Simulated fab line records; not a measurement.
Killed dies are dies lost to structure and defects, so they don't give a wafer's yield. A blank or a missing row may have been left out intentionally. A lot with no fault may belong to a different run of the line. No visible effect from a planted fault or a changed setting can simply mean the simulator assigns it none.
Comparing a struck lot with a sound one | flow n5_finfet | 42 steps out of a route of 1938
Sound: the wafers L859.1, L859.2, L859.3. Struck: wafer L858.2. (L858.3, L858.4 of the same lot were not struck and are left out.) The cause comes at the end.
At each step with rows: each side's tool, then ch and its chambers, then its first start. Under that, the readings that differ: sound wafers | struck wafers | difference of the means | sigmas: that difference in standard deviations of wafers without a fault.
alike: readings whose means differ by less than 2 such deviations, and words and numbers that are the same on both sides. not compared: withheld readings, readings that some wafer has no value for, bounds like >300 that may hide the same value, and numbers for which the record gives no deviation and whose values overlap.
The two part at a step that has a row with sigmas, a row that says differs or no value, or rows on one side only. Numbers that don't overlap but have no deviation are shown without sigmas and don't part them. A reading missing from all wafers of one side parts the sides only when that side holds two or more wafers.

first, 11 steps without rows for these wafers: N5_BEOL_M2_DESCUM_33 (chemistry O2, time 7 s); N5_BEOL_M2_ETCH_77 (etches underlayer in N2/H2, target depth 6.5 nm, time 5.2 s); N5_BEOL_M2_ETCH_69 (etches SiARC in CF4, target depth 15.6 nm, time 26 s); N5_BEOL_M2_ALD_98 (deposits SiO2, target thk 2.5 nm, pulse time 1 s, co reactant pulse time 1 s); N5_BEOL_M2_ETCHBACK_99 (etches SiO2 in CHF3, target depth 5 nm, time 10.4 s); N5_BEOL_M2_ETCH_70 (etches SOC in N2/H2, target depth 80 nm, overetch 24 nm, time 130 s); N5_BEOL_M2_STRIP_71 (strips in N2/H2); N5_BEOL_M2_STRIP_78 (strips in N2/H2); N5_BEOL_M2_VIA_ETCH_34 (etches the open film in C4F6/O2, target depth 69.4 nm, time 65.9 s); N5_BEOL_M2_STRIP_83 (strips in C4F6/O2); N5_BEOL_M2_STRIP_36 (strips in N2/H2).
N5_BEOL_M2_TRENCH_ETCH_37: etches SiOC in C4F6/O2, target depth 55.555 nm, time 29.2 s.
  sound on rie_diel-02 ch 1,2,3, day 12 11:16; struck on rie_diel-01 ch 0, day 12 11:13
  reading                             | sound          | struck | difference | sigmas
  rf_hours_counter_h (h)              | 28 57 117      | 211    | +144       |
  model.BEOL_M2.feature_depth_nm (nm) | 55.6 57 56.2   | 50.4   | -5.9       |
  model.etch.depth_nm (nm)            | 55.52 57 56.29 | 50.37  | -5.90      |
  alike: drypump_motor_current_A, oes_product_au, rf_vpp_V, showerhead_plenum_p_Torr, throttle_valve_pct
then, 27 steps without rows for these wafers: N5_BEOL_M2_ETCH_41 (etches SiCN in CH3F/O2, target depth 29.9 nm, time 52.5 s); N5_BEOL_M2_STRIP_97 (strips in N2/H2, time 10 s); N5_BEOL_M2_HM_STRIP_39 (strips TiN in peroxide tin strip, target depth 25 nm, time 158 s); N5_BEOL_M2_SRD_40 (time 30 s); N5_BEOL_M2_PRECLEAN_42 (cleans in residue remover, time 60 s); N5_BEOL_M2_SRD_43 (time 30 s); N5_BEOL_M2_DEGAS_44 (time 60 s); N5_BEOL_M2_PRE_CLEAN_45 (time 30 s); N5_BEOL_M2_ALD_84 (deposits TaN, pulse time 2 s, purge time 3 s, co reactant purge time 2 s); N5_BEOL_M2_SURFACE_TREAT_85; N5_BEOL_M2_CVD_47 (deposits Co from CCTBA/H2, target thk 3 nm, time 223.8 s); N5_BEOL_M2_SPUTTER_48 (material Cu, target thk 4.5 nm, time 8.29 s); N5_BEOL_M2_ANNEAL_49 (time 240 s); N5_BEOL_M2_SPUTTER_79 (material Cu, target thk 4.5 nm, time 8.29 s); N5_BEOL_M2_ANNEAL_80 (time 240 s); N5_BEOL_M2_SPUTTER_81 (material Cu, target thk 4.5 nm, time 8.29 s); N5_BEOL_M2_ANNEAL_82 (time 240 s); N5_BEOL_M2_SPUTTER_86 (material Cu, target thk 4.5 nm, time 8.29 s); N5_BEOL_M2_ANNEAL_87 (time 240 s); N5_BEOL_M2_SPUTTER_88 (material Cu, target thk 4.5 nm, time 8.29 s); N5_BEOL_M2_ANNEAL_89 (time 240 s); N5_BEOL_M2_SPUTTER_90 (material Cu, target thk 4.5 nm, time 8.29 s); N5_BEOL_M2_ANNEAL_91 (time 240 s); N5_BEOL_M2_SPUTTER_92 (material Cu, target thk 4.5 nm, time 8.29 s); N5_BEOL_M2_ANNEAL_93 (time 240 s); N5_BEOL_M2_SPUTTER_94 (material Cu, target thk 4.5 nm, time 8.29 s); N5_BEOL_M2_ANNEAL_95 (time 240 s).
N5_BEOL_M2_CMP_52: polishes, stops on SiOC, t overpolish 6.8 s, target thk 40 nm.
  sound on cmp-03 ch 0,2,3, day 12 15:14; struck on cmp-02 ch 3, day 12 15:16
  reading                                | sound          | struck | difference | sigmas
  time_to_endpoint_s (s)                 | 59 59 56       | 66     | +8         | +2
  model.Cu_of_BEOL_M2_ECD_50.thk_nm (nm) | 38.8 40.2 40.4 | 35.4   | -4.4       |
  alike: barrier_field_endpoint_s, motor_current_A, overpolish_run_s
N5_BEOL_M4_RC_MEAS_101:
  sound on prober-02 ch 0, day 13 22:00; struck on prober-01 ch 0, day 13 21:58
  reading       | sound          | struck | difference | sigmas
  SS_P (mV/dec) | 74.7 73.2 72.6 | 75.8   | +2.3       | +3
  alike: DIBL_N, DIBL_P, IOFF_N, IOFF_P, ION_N, ION_P, SS_N, VT_N, VT_P
-- record jumps: 5 days separate the struck wafers' starts on either side; left off in module BEOL_M4, taken up again in module PASSIVATION, whose first shown step is the route's number 1936 --
N5_PASSIVATION_PROBE_49:
  struck on prober-01, day 18 13:40; sound on prober-02, day 18 09:01
  reading         | sound    | struck | difference | sigmas
  killed_at_M4_up | 26 21 20 | 9      | -13        | -3
  killed_short    | 32 37 45 | 24     | -14        | -2
  alike: defect_limited_yield, killed_at_M0_to_M3, killed_at_contacts, killed_at_front_end, killed_at_other, killed_dies, killed_open, sort_bin_4_leakage, sort_bin_5_function, sort_bin_6_memory, sort_bin_8_speed, sort_n_pass, sort_yield_pct

## WHERE THEY PART
At N5_BEOL_M2_CMP_52 first; at N5_PASSIVATION_PROBE_49 last (within this record only).

WHY: the cause the simulator had injected
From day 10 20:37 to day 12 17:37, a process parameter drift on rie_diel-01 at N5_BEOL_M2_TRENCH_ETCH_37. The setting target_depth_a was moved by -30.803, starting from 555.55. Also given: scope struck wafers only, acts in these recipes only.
